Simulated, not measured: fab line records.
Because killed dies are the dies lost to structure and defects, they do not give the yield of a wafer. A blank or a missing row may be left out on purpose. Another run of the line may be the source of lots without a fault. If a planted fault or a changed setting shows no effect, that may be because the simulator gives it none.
Matching of chambers / flow nand harc / rie diel-01 running NHARC_P_BONDPAD_STRIP_15: 4 sister chambers
The step strips in O2. 4 wafers are shown with their chamber, then 7 later ones without.

WAFERS PAIRED WITH THEIR CHAMBERS
wafer=L776.4; chamber=2; showerhead plenum p Torr (Torr)=3.36
wafer=L784.6; chamber=3; showerhead plenum p Torr (Torr)=3.73
wafer=L785.3; chamber=1; showerhead plenum p Torr (Torr)=3.74
wafer=L785.4; chamber=0; showerhead plenum p Torr (Torr)=3.47

WAFERS WITH NO CHAMBER GIVEN
wafer=L785.6; showerhead plenum p Torr (Torr)=3.35
wafer=L786.2; showerhead plenum p Torr (Torr)=3.74
wafer=L786.3; showerhead plenum p Torr (Torr)=3.47
wafer=L786.5; showerhead plenum p Torr (Torr)=3.47
wafer=L787.1; showerhead plenum p Torr (Torr)=3.35
wafer=L787.5; showerhead plenum p Torr (Torr)=3.73
wafer=L787.6; showerhead plenum p Torr (Torr)=3.35

WHICH CHAMBER EACH WENT THROUGH
wafer=L785.6; from the rows above=2; in truth=2
wafer=L786.2; from the rows above=can't be placed: 1 or 3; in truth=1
wafer=L786.3; from the rows above=0; in truth=0
wafer=L786.5; from the rows above=0; in truth=0
wafer=L787.1; from the rows above=2; in truth=2
wafer=L787.5; from the rows above=can't be placed: 3 or 1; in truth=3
wafer=L787.6; from the rows above=2; in truth=2
5 of 7 placed correctly. Can't be placed from these rows: 2 (the true chamber is among the candidates in 2). 0 placed wrongly.
How it was worked out, from the rows above alone: a wafer's distance from a chamber is the root of the sum, over the readings, of the square of ((its reading less the chamber's mean) divided by the reading's scatter). The wafer belongs to the nearest chamber; if the next one is less than 2 further off, it can't be placed. The mean given for a chamber averages the wafers shown for that chamber. The scatter: with one shown wafer a chamber, the root of the mean of the squares of how far each hidden wafer lies from its nearest shown one.
